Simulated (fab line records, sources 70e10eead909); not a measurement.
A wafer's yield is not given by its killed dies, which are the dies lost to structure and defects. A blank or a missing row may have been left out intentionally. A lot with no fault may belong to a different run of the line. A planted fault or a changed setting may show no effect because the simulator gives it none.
fab line records :: flow nandHarc
record:
  lots: 7
  wafers: 18
  lastDay: 33
route steps=1302 shown A_CONTACT@1022 END@1302
lots that met no fault: taken from a fault-free run of the same line
startH: hours from the record's first day to the start of the lot's first wafer shown :: waitH: hours from the lot's prior step to this one :: " the same as in the row above :: L1.1+2: several wafers, shown together as one row :: - no value, or no start was given :: * or withheld: withheld :: < > ~ a bound
route shown NAME@n: names a module that has steps shown in the file, with the first one's number in the route :: usual: mean/standard deviation taken from wafers without a fault :: same: alike in all rows :: chamber/n: place in a boat :: sites: each site's reading :: _std_site: their standard deviation :: _edge_site: the outer-site mean with the inner-site mean subtracted :: radiusMm: how far each site lies from the wafer's centre :: mask NAME#n: copy n :: behind: the tool/chamber that last shaped the wafer :: hold: what put the lot on hold/how long, in hours/how the hold closed :: device: whichever transistor did not switch (one of n, p or np) :: end of line: at the end of the route, the tests of the same wafers :: a step with no rows: only its recipe :: killed: not the wafer's yield, but the dies lost to structure and defects at the first sort :: map: dies across one wafer; x = killed, . = not, _ = none there
set.NAME: setting as actually run; set.NAME@STEP: the setting as run at that earlier step :: model.NAME: the simulator's own value behind a step, which no gauge read
lots at selected steps of the route; one table per step, one row per wafer
services: when a tool's chamber went out of use (startH, in hours from the record's first day, below 0 if earlier), for how many hours, and the reason
== steps ==
step: NHARC_A_CONTACT_STRIP_100
recipe:
  cf4FlowSccm: 100
  chf3FlowSccm: 30
  arFlowSccm: 0
  biasW: 0
  chemistry: CF4/CHF3
step: NHARC_A_CONTACT_STRIP_101
recipe:
  o2FlowSccm: 400
  cosFlowSccm: 20
  arFlowSccm: 0
  biasW: 0
  chemistry: O2/COS
step: NHARC_A_CONTACT_ETCH_102
recipe:
  targetDepthA: 1000
  overetchA: 100
  timeS: 55
  ionEnergyEv: 100
  cf4FlowSccm: 80
  o2FlowSccm: 20
  arFlowSccm: 0
  rfW: 300
  biasW: 100
  chemistry: CF4/O2
usual:
  drypumpMotorCurrentA: 5.6/0.34
  oes_o_777_au: 1.000/0.0048
  oesProductAu: 0.996/0.0089
  rfVppV: 197.8/1.4
  showerheadPlenumPTorr: 1.33/0.054
  throttleValvePct: 13.398/0.0098
lot.wafer: L871.4
tool: rieDiel-01
chamber: 3
startH: 607.11
waitH: 0.1
drypumpMotorCurrentA: 6.1
oes_o_777_au: 0.999
oesProductAu: 0.998
rfHoursCounterH: 13
rfVppV: 199.3
showerheadPlenumPTorr: 1.40
throttleValvePct: 13.409

lot.wafer: L871.3
tool: rieDiel-01
chamber: 0
startH: 607.11
waitH: 0.1
drypumpMotorCurrentA: 5.4
oes_o_777_au: 1.006
oesProductAu: 0.997
rfHoursCounterH: 13
rfVppV: 200.0
showerheadPlenumPTorr: 1.42
throttleValvePct: 13.413

lot.wafer: L872.2
tool: rieDiel-01
chamber: 1
startH: 615.29
waitH: 0.1
drypumpMotorCurrentA: 6.0
oes_o_777_au: 1.001
oesProductAu: 0.990
rfHoursCounterH: 21
rfVppV: 198.4
showerheadPlenumPTorr: 1.33
throttleValvePct: 13.393

lot.wafer: L872.4
tool: rieDiel-01
chamber: 2
startH: 615.29
waitH: 0.1
drypumpMotorCurrentA: 5.5
oes_o_777_au: 0.994
oesProductAu: 0.989
rfHoursCounterH: 19
rfVppV: 198.3
showerheadPlenumPTorr: 1.30
throttleValvePct: 13.386

lot.wafer: L873.4
tool: rieDiel-01
chamber: 3
startH: 638.70
waitH: 0.1
drypumpMotorCurrentA: 6.1
oes_o_777_au: 1.002
oesProductAu: 0.990
rfHoursCounterH: 22
rfVppV: 197.0
showerheadPlenumPTorr: 1.40
throttleValvePct: 13.412

lot.wafer: L873.2
tool: rieDiel-01
chamber: 1
startH: 638.70
waitH: 0.1
drypumpMotorCurrentA: 6.0
oes_o_777_au: 0.999
oesProductAu: 0.998
rfHoursCounterH: 27
rfVppV: 198.9
showerheadPlenumPTorr: 1.33
throttleValvePct: 13.404

lot.wafer: L874.2
tool: rieDiel-01
chamber: 1
startH: 644.36
waitH: 0.1
drypumpMotorCurrentA: 6.0
oes_o_777_au: 1.006
oesProductAu: 0.997
rfHoursCounterH: 29
rfVppV: 198.6
showerheadPlenumPTorr: 1.33
throttleValvePct: 13.409

lot.wafer: L874.3
tool: rieDiel-01
chamber: 3
startH: 644.36
waitH: 0.1
drypumpMotorCurrentA: 6.1
oes_o_777_au: 0.992
oesProductAu: 1.002
rfHoursCounterH: 25
rfVppV: 199.6
showerheadPlenumPTorr: 1.40
throttleValvePct: 13.405

lot.wafer: L874.6
tool: rieDiel-01
chamber: 1
startH: 644.36
waitH: 0.1
drypumpMotorCurrentA: 6.0
oes_o_777_au: 1.002
oesProductAu: 0.994
rfHoursCounterH: -
rfVppV: 197.6
showerheadPlenumPTorr: 1.33
throttleValvePct: 13.400

lot.wafer: L878.3
tool: rieDiel-06
chamber: 3
startH: 683.44
waitH: 0.1
drypumpMotorCurrentA: 5.3
oes_o_777_au: 0.997
oesProductAu: 0.989
rfHoursCounterH: 4
rfVppV: 196.6
showerheadPlenumPTorr: 1.31
throttleValvePct: 13.389

lot.wafer: L878.2
tool: rieDiel-06
chamber: 1
startH: 683.44
waitH: 0.1
drypumpMotorCurrentA: 5.6
oes_o_777_au: 1.003
oesProductAu: 0.995
rfHoursCounterH: 5
rfVppV: 198.8
showerheadPlenumPTorr: 1.43
throttleValvePct: 13.390

lot.wafer: L878.4
tool: rieDiel-06
chamber: 2
startH: 683.44
waitH: 0.1
drypumpMotorCurrentA: 6.2
oes_o_777_au: 0.995
oesProductAu: 0.989
rfHoursCounterH: 5
rfVppV: 197.5
showerheadPlenumPTorr: 1.32
throttleValvePct: 13.404

lot.wafer: L879.3
tool: rieDiel-01
chamber: 2
startH: 689.99
waitH: 0.1
drypumpMotorCurrentA: 5.5
oes_o_777_au: 1.009
oesProductAu: 0.988
rfHoursCounterH: 45
rfVppV: 198.2
showerheadPlenumPTorr: 1.30
throttleValvePct: 13.390

lot.wafer: L879.4
tool: rieDiel-01
chamber: 0
startH: 689.99
waitH: 0.1
drypumpMotorCurrentA: 5.4
oes_o_777_au: 1.001
oesProductAu: 0.981
rfHoursCounterH: 43
rfVppV: 200.2
showerheadPlenumPTorr: 1.41
throttleValvePct: 13.388

lot.wafer: L879.6
tool: rieDiel-01
chamber: 2
startH: 689.99
waitH: 0.1
drypumpMotorCurrentA: 5.5
oes_o_777_au: 0.996
oesProductAu: 0.986
rfHoursCounterH: -
rfVppV: 196.5
showerheadPlenumPTorr: 1.30
throttleValvePct: 13.396

lot.wafer: L882.1
tool: rieDiel-01
chamber: 2
startH: 722.95
waitH: 0.1
drypumpMotorCurrentA: 5.5
oes_o_777_au: 1.001
oesProductAu: 0.988
rfHoursCounterH: 53
rfVppV: 196.1
showerheadPlenumPTorr: 1.30
throttleValvePct: 13.410

lot.wafer: L882.4
tool: rieDiel-01
chamber: 3
startH: 722.95
waitH: 0.1
drypumpMotorCurrentA: 6.1
oes_o_777_au: 1.005
oesProductAu: 0.996
rfHoursCounterH: 48
rfVppV: 199.9
showerheadPlenumPTorr: 1.40
throttleValvePct: 13.399

lot.wafer: L882.5
tool: rieDiel-01
chamber: 2
startH: 722.95
waitH: 0.1
drypumpMotorCurrentA: 5.5
oes_o_777_au: 1.000
oesProductAu: 0.986
rfHoursCounterH: -
rfVppV: 196.3
showerheadPlenumPTorr: 1.30
throttleValvePct: 13.398
step: NHARC_A_CONTACT_STRIP_55
recipe:
  o2FlowSccm: 500
  arFlowSccm: 0
  biasW: 0
  chemistry: O2
usual:
  drypumpMotorCurrentA: 5.6/0.35
  oesProductAu: 0.997/0.0089
  rfVppV: 57.7/0.91
  showerheadPlenumPTorr: 3.53/0.14
  throttleValvePct: 17.035/0.0091
lot.wafer: L871.3
tool: rieDiel-01
chamber: 3
startH: -
waitH: -
drypumpMotorCurrentA: 6.1
oesProductAu: 1.005
rfHoursCounterH: 13
rfVppV: 59.8
showerheadPlenumPTorr: 3.70
throttleValvePct: 17.037

lot.wafer: L871.4
tool: rieDiel-01
chamber: 1
startH: -
waitH: -
drypumpMotorCurrentA: 6.0
oesProductAu: 0.995
rfHoursCounterH: 16
rfVppV: 57.7
showerheadPlenumPTorr: 3.53
throttleValvePct: 17.015

lot.wafer: L872.2
tool: rieDiel-01
chamber: 0
startH: -
waitH: -
drypumpMotorCurrentA: 5.4
oesProductAu: 0.993
rfHoursCounterH: 18
rfVppV: 57.5
showerheadPlenumPTorr: 3.73
throttleValvePct: 17.033

lot.wafer: L872.4
tool: rieDiel-01
chamber: 2
startH: -
waitH: -
drypumpMotorCurrentA: 5.5
oesProductAu: 0.988
rfHoursCounterH: 19
rfVppV: 56.7
showerheadPlenumPTorr: 3.45
throttleValvePct: 17.018

lot.wafer: L873.2
tool: rieDiel-01
chamber: 0
startH: -
waitH: -
drypumpMotorCurrentA: 5.4
oesProductAu: 1.003
rfHoursCounterH: 23
rfVppV: 57.9
showerheadPlenumPTorr: 3.73
throttleValvePct: 17.036

lot.wafer: L873.4
tool: rieDiel-01
chamber: 1
startH: -
waitH: -
drypumpMotorCurrentA: 6.0
oesProductAu: 0.987
rfHoursCounterH: 27
rfVppV: 58.3
showerheadPlenumPTorr: 3.52
throttleValvePct: 17.042

lot.wafer: L874.3
tool: rieDiel-01
chamber: 0
startH: -
waitH: -
drypumpMotorCurrentA: 5.4
oesProductAu: 0.996
rfHoursCounterH: 27
rfVppV: 58.9
showerheadPlenumPTorr: 3.73
throttleValvePct: 17.017

lot.wafer: L874.2
tool: rieDiel-01
chamber: 1
startH: -
waitH: -
drypumpMotorCurrentA: 6.0
oesProductAu: 0.990
rfHoursCounterH: 29
rfVppV: 56.1
showerheadPlenumPTorr: 3.52
throttleValvePct: 17.030

lot.wafer: L874.6
tool: rieDiel-01
chamber: 1
startH: -
waitH: -
drypumpMotorCurrentA: 6.0
oesProductAu: 0.994
rfHoursCounterH: -
rfVppV: 57.6
showerheadPlenumPTorr: 3.52
throttleValvePct: 17.048

lot.wafer: L878.4
tool: rieDiel-06
chamber: 1
startH: -
waitH: -
drypumpMotorCurrentA: 5.6
oesProductAu: 0.993
rfHoursCounterH: 5
rfVppV: 58.2
showerheadPlenumPTorr: 3.77
throttleValvePct: 17.040

lot.wafer: L878.3
tool: rieDiel-06
chamber: 3
startH: -
waitH: -
drypumpMotorCurrentA: 5.3
oesProductAu: 1.001
rfHoursCounterH: 4
rfVppV: 57.1
showerheadPlenumPTorr: 3.47
throttleValvePct: 17.042

lot.wafer: L878.2
tool: rieDiel-06
chamber: 0
startH: -
waitH: -
drypumpMotorCurrentA: 5.3
oesProductAu: 1.006
rfHoursCounterH: 4
rfVppV: 58.2
showerheadPlenumPTorr: 3.35
throttleValvePct: 17.043

lot.wafer: L879.4
tool: rieDiel-01
chamber: 0
startH: -
waitH: -
drypumpMotorCurrentA: 5.4
oesProductAu: 0.990
rfHoursCounterH: 43
rfVppV: 57.1
showerheadPlenumPTorr: 3.72
throttleValvePct: 17.040

lot.wafer: L879.3
tool: rieDiel-01
chamber: 1
startH: -
waitH: -
drypumpMotorCurrentA: 6.0
oesProductAu: 0.981
rfHoursCounterH: 47
rfVppV: 57.7
showerheadPlenumPTorr: 3.51
throttleValvePct: 17.016

lot.wafer: L879.6
tool: rieDiel-01
chamber: 2
startH: -
waitH: -
drypumpMotorCurrentA: 5.5
oesProductAu: 0.989
rfHoursCounterH: -
rfVppV: 57.8
showerheadPlenumPTorr: 3.44
throttleValvePct: 17.030

lot.wafer: L882.1
tool: rieDiel-01
chamber: 2
startH: -
waitH: -
drypumpMotorCurrentA: 5.5
oesProductAu: 0.992
rfHoursCounterH: 53
rfVppV: 55.8
showerheadPlenumPTorr: 3.43
throttleValvePct: 17.037

lot.wafer: L882.4
tool: rieDiel-01
chamber: 3
startH: -
waitH: -
drypumpMotorCurrentA: 6.1
oesProductAu: 1.001
rfHoursCounterH: 48
rfVppV: 58.2
showerheadPlenumPTorr: 3.68
throttleValvePct: 17.035

lot.wafer: L882.5
tool: rieDiel-01
chamber: 1
startH: -
waitH: -
drypumpMotorCurrentA: 6.0
oesProductAu: 0.981
rfHoursCounterH: -
rfVppV: 57.1
showerheadPlenumPTorr: 3.51
throttleValvePct: 17.037
step: NHARC_A_CONTACT_STRIP_56
recipe:
  timeS: 600
  tempC: 30
  chemistry: postEtchResidueRemover
step: NHARC_A_CONTACT_DEP_57
recipe:
  targetThkA: 53000
  tempC: 400
  material: aC
usual:
  throttleValvePct: 35.001/0.0096
lot.wafer: L871.3
tool: aclDep-03
chamber: 0
startH: 611.75
waitH: -
throttleValvePct: 35.004

lot.wafer: L871.4
tool: aclDep-03
chamber: 0
startH: 611.75
waitH: -
throttleValvePct: 35.020

lot.wafer: L872.2
tool: aclDep-03
chamber: 0
startH: 618.07
waitH: -
throttleValvePct: 35.023

lot.wafer: L872.4
tool: aclDep-03
chamber: 0
startH: 619.15
waitH: -
throttleValvePct: 34.987

lot.wafer: L873.2
tool: aclDep-03
chamber: 0
startH: 639.91
waitH: -
throttleValvePct: 34.999

lot.wafer: L873.4
tool: aclDep-03
chamber: 0
startH: 641.02
waitH: -
throttleValvePct: 34.994

lot.wafer: L874.2
tool: aclDep-02
chamber: 0
startH: 645.56
waitH: -
throttleValvePct: 34.992

lot.wafer: L874.3
tool: aclDep-02
chamber: 0
startH: 645.56
waitH: -
throttleValvePct: 34.997

lot.wafer: L874.6
tool: aclDep-02
chamber: 0
startH: 647.71
waitH: -
throttleValvePct: 35.007

lot.wafer: L878.2
tool: aclDep-02
chamber: 0
startH: 685.94
waitH: -
throttleValvePct: 34.985

lot.wafer: L878.3
tool: aclDep-02
chamber: 0
startH: 685.94
waitH: -
throttleValvePct: 35.011

lot.wafer: L878.4
tool: aclDep-02
chamber: 0
startH: 685.94
waitH: -
throttleValvePct: 34.987

lot.wafer: L879.3
tool: aclDep-02
chamber: 0
startH: 695.15
waitH: -
throttleValvePct: 35.001

lot.wafer: L879.4
tool: aclDep-02
chamber: 0
startH: 695.15
waitH: -
throttleValvePct: 35.018

lot.wafer: L879.6
tool: aclDep-02
chamber: 0
startH: 696.75
waitH: -
throttleValvePct: 34.995

lot.wafer: L882.1
tool: aclDep-03
chamber: 0
startH: 723.62
waitH: -
throttleValvePct: 35.003

lot.wafer: L882.4
tool: aclDep-03
chamber: 0
startH: 725.23
waitH: -
throttleValvePct: 35.004

lot.wafer: L882.5
tool: aclDep-03
chamber: 0
startH: 725.23
waitH: -
throttleValvePct: 35.003
step: NHARC_A_CONTACT_DEP_58
recipe:
  targetThkA: 900
  targetThkNm: 90
  tempC: 400
  pressureTorr: 3.5
  flowSccm: 200
  rfW: 350
  material: SiON
usual:
  heaterPowerW: 775/120
lot.wafer: L871.3
tool: pecvd-03
chamber: 0
startH: 613.94
waitH: 1.7
heaterPowerW: 1019

lot.wafer: L871.4
tool: pecvd-03
chamber: 2
startH: 613.94
waitH: 1.7
heaterPowerW: 805

lot.wafer: L872.2
tool: pecvd-01
chamber: 0
startH: 620.78
waitH: 2.2
heaterPowerW: 815

lot.wafer: L872.4
tool: pecvd-01
chamber: 1
startH: 620.78
waitH: 2.2
heaterPowerW: 679

lot.wafer: L873.2
tool: pecvd-03
chamber: 0
startH: 642.73
waitH: 2.3
heaterPowerW: 917

lot.wafer: L873.4
tool: pecvd-03
chamber: 0
startH: 642.73
waitH: 2.3
heaterPowerW: 936

lot.wafer: L874.3
tool: pecvd-01
chamber: 0
startH: 648.27
waitH: 1.6
heaterPowerW: 775

lot.wafer: L874.2
tool: pecvd-01
chamber: 2
startH: 648.27
waitH: 1.6
heaterPowerW: 538

lot.wafer: L874.6
tool: pecvd-01
chamber: 0
startH: 648.27
waitH: 1.6
heaterPowerW: 776

lot.wafer: L878.2
tool: pecvd-02
chamber: 0
startH: 688.63
waitH: 2.2
heaterPowerW: 851

lot.wafer: L878.3
tool: pecvd-02
chamber: 2
startH: 688.63
waitH: 2.2
heaterPowerW: 806

lot.wafer: L878.4
tool: pecvd-02
chamber: 1
startH: 688.63
waitH: 2.2
heaterPowerW: 812

lot.wafer: L879.3
tool: pecvd-03
chamber: 1
startH: 697.37
waitH: 1.7
heaterPowerW: 597

lot.wafer: L879.6
tool: pecvd-03
chamber: 2
startH: 697.37
waitH: 1.7
heaterPowerW: 801

lot.wafer: L879.4
tool: pecvd-03
chamber: 1
startH: 697.37
waitH: 1.7
heaterPowerW: 605

lot.wafer: L882.1
tool: pecvd-01
chamber: 1
startH: 726.87
waitH: 2.7
heaterPowerW: 756

lot.wafer: L882.4
tool: pecvd-01
chamber: 0
startH: 726.87
waitH: 2.7
heaterPowerW: 680

lot.wafer: L882.5
tool: pecvd-01
chamber: 1
startH: 726.87
waitH: 2.7
heaterPowerW: 768
step: NHARC_A_CONTACT_DEHYDRATE_59
recipe:
  tempC: 150
  timeS: 120
step: NHARC_A_CONTACT_HMDS_60
recipe:
  timeS: 30
step: NHARC_A_CONTACT_COAT_61
recipe:
  tempC: 260
  timeS: 75
step: NHARC_A_CONTACT_COAT_62
recipe:
  tempC: 225
  timeS: 65
step: NHARC_A_CONTACT_COAT_63
recipe:
  spinRpm: 1500
  resistThkNm: 90
step: NHARC_A_CONTACT_SOFTBAKE_64
recipe:
  tempC: 105
  timeS: 55
usual:
  heaterPowerTotalW: 188.46/0.13
  plateTempC: 104.99/0.15
lot.wafer: L871.3
tool: lithoTrack-06
chamber: 0
startH: 614
waitH: -
heaterPowerTotalW: 188.39
plateTempC: 105.02

lot.wafer: L871.4
tool: lithoTrack-06
chamber: 0
startH: 614
waitH: -
heaterPowerTotalW: 322.92
plateTempC: -

lot.wafer: L872.2
tool: lithoTrack-06
chamber: 0
startH: 621
waitH: -
heaterPowerTotalW: 188.51
plateTempC: 104.91

lot.wafer: L872.4
tool: lithoTrack-06
chamber: 0
startH: 621
waitH: -
heaterPowerTotalW: 323.68
plateTempC: -

lot.wafer: L873.2
tool: lithoTrack-06
chamber: 0
startH: 643
waitH: -
heaterPowerTotalW: 188.52
plateTempC: 105.02

lot.wafer: L873.4
tool: lithoTrack-06
chamber: 0
startH: 643
waitH: -
heaterPowerTotalW: 323.03
plateTempC: -

lot.wafer: L874.2
tool: lithoTrack-04
chamber: 0
startH: 648
waitH: -
heaterPowerTotalW: 188.35
plateTempC: 105.32

lot.wafer: L874.3
tool: lithoTrack-04
chamber: 0
startH: 648
waitH: -
heaterPowerTotalW: 188.35
plateTempC: 105.22

lot.wafer: L874.6
tool: lithoTrack-04
chamber: 0
startH: 648
waitH: -
heaterPowerTotalW: 188.48
plateTempC: 105.29

lot.wafer: L878.2
tool: lithoTrack-01
chamber: 0
startH: 688
waitH: -
heaterPowerTotalW: 188.45
plateTempC: 105.00

lot.wafer: L878.3
tool: lithoTrack-01
chamber: 0
startH: 688
waitH: -
heaterPowerTotalW: 188.26
plateTempC: 105.09

lot.wafer: L878.4
tool: lithoTrack-01
chamber: 0
startH: 688
waitH: -
heaterPowerTotalW: 188.32
plateTempC: 105.09

lot.wafer: L879.3
tool: lithoTrack-04
chamber: 0
startH: 697
waitH: -
heaterPowerTotalW: 188.53
plateTempC: 104.86

lot.wafer: L879.4
tool: lithoTrack-04
chamber: 0
startH: 697
waitH: -
heaterPowerTotalW: 188.43
plateTempC: 105.00

lot.wafer: L879.6
tool: lithoTrack-04
chamber: 0
startH: 697
waitH: -
heaterPowerTotalW: 188.45
plateTempC: 104.98

lot.wafer: L882.1
tool: lithoTrack-06
chamber: 0
startH: 727
waitH: -
heaterPowerTotalW: 188.30
plateTempC: 105.08

lot.wafer: L882.4
tool: lithoTrack-06
chamber: 0
startH: 727
waitH: -
heaterPowerTotalW: 188.52
plateTempC: 105.27

lot.wafer: L882.5
tool: lithoTrack-06
chamber: 0
startH: 727
waitH: -
heaterPowerTotalW: 188.49
plateTempC: 105.01
step: NHARC_A_CONTACT_EBR_65
step: NHARC_END_SORT_01
recipe:
  tempC: 25
usual:
  killedAtArray: 55/19
  killedAtOther: 0.8/1.1
  killedAtPeriphery: 4.0/2.6
  killedDies: 60/20
  killedOpen: 3.4/1.7
  killedShort: 2.6/1.5
same:
  grossDies: 677
lot.wafer: L872.2
tool: prober-01
chamber: 0
startH: 683.24
waitH: 2.8
killedAtArray: 55
killedAtOther: 1
killedAtPeriphery: 3
killedDies: 59
killedOpen: 4
killedShort: 5

lot.wafer: L872.4
tool: prober-01
chamber: 0
startH: 684.86
waitH: 3.4
killedAtArray: 57
killedAtOther: 1
killedAtPeriphery: 5
killedDies: 63
killedOpen: 1
killedShort: 3

lot.wafer: L873.2
tool: prober-02
chamber: 0
startH: 701.89
waitH: 2.8
killedAtArray: 51
killedAtOther: 0
killedAtPeriphery: 7
killedDies: 58
killedOpen: 3
killedShort: 1

lot.wafer: L873.4
tool: prober-02
chamber: 0
startH: 703.48
waitH: 3.4
killedAtArray: 54
killedAtOther: 1
killedAtPeriphery: 7
killedDies: 62
killedOpen: 6
killedShort: 2

lot.wafer: L874.2
tool: prober-01
chamber: 0
startH: 710.91
waitH: 2.8
killedAtArray: 53
killedAtOther: 0
killedAtPeriphery: 5
killedDies: 58
killedOpen: 3
killedShort: 2

lot.wafer: L874.3
tool: prober-01
chamber: 0
startH: 711.71
waitH: 3.1
killedAtArray: 39
killedAtOther: 0
killedAtPeriphery: 6
killedDies: 45
killedOpen: 5
killedShort: 0

lot.wafer: L874.6
tool: prober-01
chamber: 0
startH: 714.12
waitH: 4.0
killedAtArray: 42
killedAtOther: 0
killedAtPeriphery: 7
killedDies: 49
killedOpen: 4
killedShort: 2

lot.wafer: L878.2
tool: prober-01
chamber: 0
startH: 752.01
waitH: 2.8
killedAtArray: 65
killedAtOther: 3
killedAtPeriphery: 6
killedDies: 74
killedOpen: 4
killedShort: 1

lot.wafer: L878.3
tool: prober-01
chamber: 0
startH: 752.80
waitH: 3.1
killedAtArray: 47
killedAtOther: 1
killedAtPeriphery: 2
killedDies: 50
killedOpen: 4
killedShort: 4

lot.wafer: L878.4
tool: prober-01
chamber: 0
startH: 753.59
waitH: 3.4
killedAtArray: 57
killedAtOther: 1
killedAtPeriphery: 0
killedDies: 58
killedOpen: 1
killedShort: 4
killed by level:class
L872.2 A_SLIT:chamberFilmFlake=25 A_CHANNEL_HOLE_D2:chamberFilmFlake=6 A_STAIRCASE:chamberFilmFlake=4 A_M1:chamberFilmFlake=3 A_CHANNEL_FILL_D1:geometricParticle:short=2 A_CHANNEL_FILL_D1:geometricParticle:open=2 P_M2:chamberFilmFlake=2 A_CHANNEL_HOLE_D1:chamberFilmFlake=2
L872.4 A_SLIT:chamberFilmFlake=31 A_CHANNEL_HOLE_D1:chamberFilmFlake=7 A_CHANNEL_HOLE_D2:chamberFilmFlake=5 A_M1:chamberFilmFlake=4 A_WL_FILL:chamberFilmFlake=3 P_M2:chamberFilmFlake=2 A_STAIRCASE:chamberFilmFlake=2 A_CONTACT:chamberFilmFlake=2
L873.2 A_CHANNEL_HOLE_D2:chamberFilmFlake=23 A_CHANNEL_HOLE_D1:chamberFilmFlake=14 A_SLIT:chamberFilmFlake=4 A_WL_FILL:chamberFilmFlake=3 A_CONTACT:chamberFilmFlake=3 P_M1:chamberFilmFlake=2 P_CONTACT:geometricParticle:open=1 P_M2:geometricParticle:short=1
L873.4 A_CHANNEL_HOLE_D2:chamberFilmFlake=22 A_CHANNEL_HOLE_D1:chamberFilmFlake=12 A_SLIT:chamberFilmFlake=5 P_BONDPAD:chamberFilmFlake=3 A_STAIRCASE:chamberFilmFlake=3 A_CONTACT:chamberFilmFlake=3 A_CHANNEL_FILL_D1:geometricParticle:open=2 P_GATE:chamberFilmFlake=2
L874.2 A_SLIT:chamberFilmFlake=32 A_CHANNEL_HOLE_D1:chamberFilmFlake=9 A_STAIRCASE:chamberFilmFlake=3 P_ZERO_WELL:chamberFilmFlake=2 P_GATE:chamberFilmFlake=2 A_DECK1_JOINT:chamberFilmFlake=2 A_CHANNEL_FILL_D2:chamberFilmFlake=2 A_SOURCE_PLATE:geometricParticle:short=1
L874.3 A_SLIT:chamberFilmFlake=26 A_STAIRCASE:chamberFilmFlake=5 P_ZERO_WELL:chamberFilmFlake=4 A_CHANNEL_FILL_D1:geometricParticle:open=2 P_BONDPAD:chamberFilmFlake=2 A_ONON_D1:geometricParticle:open=1 A_CONTACT:geometricParticle:open=1 A_BLC:geometricParticle:open=1
L874.6 A_SLIT:chamberFilmFlake=30 P_BONDPAD:chamberFilmFlake=4 A_CHANNEL_HOLE_D1:chamberFilmFlake=4 P_ZERO_WELL:chamberFilmFlake=3 A_ONON_D1:geometricParticle:short=2 A_STAIRCASE:chamberFilmFlake=2 A_ONON_D2:geometricParticle:open=1 A_CHANNEL_HOLE_D2:geometricParticle:open=1
L878.2 A_SLIT:chamberFilmFlake=18 A_CHANNEL_HOLE_D1:chamberFilmFlake=15 A_CHANNEL_HOLE_D2:chamberFilmFlake=12 A_CONTACT:chamberFilmFlake=6 A_SGD_CUT:chamberFilmFlake=6 A_STAIRCASE:chamberFilmFlake=4 THIN_TSV:chamberFilmFlake=3 P_GATE:chamberFilmFlake=2
L878.3 A_SLIT:chamberFilmFlake=18 A_CHANNEL_HOLE_D1:chamberFilmFlake=6 A_CHANNEL_HOLE_D2:chamberFilmFlake=6 A_CONTACT:chamberFilmFlake=5 A_CHANNEL_FILL_D2:geometricParticle:open=2 P_CONTACT:chamberFilmFlake=2 A_STAIRCASE:chamberFilmFlake=2 A_SGD_CUT:chamberFilmFlake=2
L878.4 A_SLIT:chamberFilmFlake=20 A_CHANNEL_HOLE_D2:chamberFilmFlake=14 A_CHANNEL_HOLE_D1:chamberFilmFlake=5 A_CONTACT:chamberFilmFlake=5 A_SGD_CUT:chamberFilmFlake=4 A_STAIRCASE:chamberFilmFlake=3 A_CHANNEL_FILL_D2:geometricParticle:short=2 A_ONON_D1:geometricParticle:short=1
== services ==
tool: rieDiel-06
chamber: -
startH: 588.48
hours: 2.4
kind: repair

tool: pecvd-02
chamber: -
startH: 590.62
hours: 13.0
kind: pm

tool: rieDiel-01
chamber: 0
startH: 591.32
hours: -
kind: clean

tool: rieDiel-01
chamber: 1
startH: 591.32
hours: -
kind: clean

tool: rieDiel-01
chamber: 2
startH: 591.32
hours: -
kind: clean

tool: rieDiel-01
chamber: 3
startH: 591.32
hours: -
kind: clean

tool: aclDep-02
chamber: -
startH: 607.39
hours: 13.0
kind: pm

tool: rieDiel-01
chamber: 0
startH: 615.82
hours: -
kind: clean

tool: rieDiel-01
chamber: 1
startH: 615.82
hours: -
kind: clean

tool: rieDiel-01
chamber: 2
startH: 615.82
hours: -
kind: clean

tool: rieDiel-01
chamber: 3
startH: 615.82
hours: -
kind: clean

tool: rieDiel-01
chamber: 0
startH: 636.26
hours: 1.2
kind: repair

tool: rieDiel-06
chamber: 1
startH: 641.37
hours: 7.3
kind: repair

tool: rieDiel-01
chamber: 0
startH: 642.73
hours: -
kind: clean

tool: rieDiel-01
chamber: 1
startH: 642.73
hours: -
kind: clean

tool: pecvd-01
chamber: 2
startH: 653.45
hours: 14.0
kind: repair

tool: rieDiel-06
chamber: -
startH: 661.70
hours: 9.0
kind: pm

tool: aclDep-03
chamber: -
startH: 662.29
hours: 13.0
kind: pm

tool: rieDiel-01
chamber: 3
startH: 664.64
hours: 4.5
kind: repair

tool: pecvd-01
chamber: -
startH: 673.45
hours: 13.0
kind: pm

tool: pecvd-03
chamber: 2
startH: 674.02
hours: 5.4
kind: repair

tool: pecvd-02
chamber: 0
startH: 674.74
hours: 9.3
kind: repair

tool: lithoTrack-01
chamber: -
startH: 680.00
hours: 7.0
kind: pm

tool: lithoTrack-06
chamber: -
startH: 704.00
hours: 7.0
kind: pm
== key ==
firstSign:
  step: NHARC_A_CONTACT_SOFTBAKE_64
  reading: heaterPowerTotalW
  direction: up
  sigmas: 99+
  usual: *
  struck: *
effect none on later readings
metAt NHARC_A_CONTACT_SOFTBAKE_64
struckWafers L871.4,L872.4,L873.4
testerLeftOut L871,L872,L873
fault:
  kind: processParameterDrift
  tool: lithoTrack-06
  chamber: -
  onsetH: 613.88
  steps: NHARC_A_CONTACT_SOFTBAKE_64
  channel: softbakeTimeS
  offset: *
  shape: step
  endH: 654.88
  scope: struckWafersOnly
  actsIn: *
  stated: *
testerLeftOut: of these lots the tester's yield and bins aren't shown, on N5 and GAA mostly nor the transistor test; their killed dies are dies lost to structure and defects alone, not to doping, threshold or leakage, so they don't give the yield
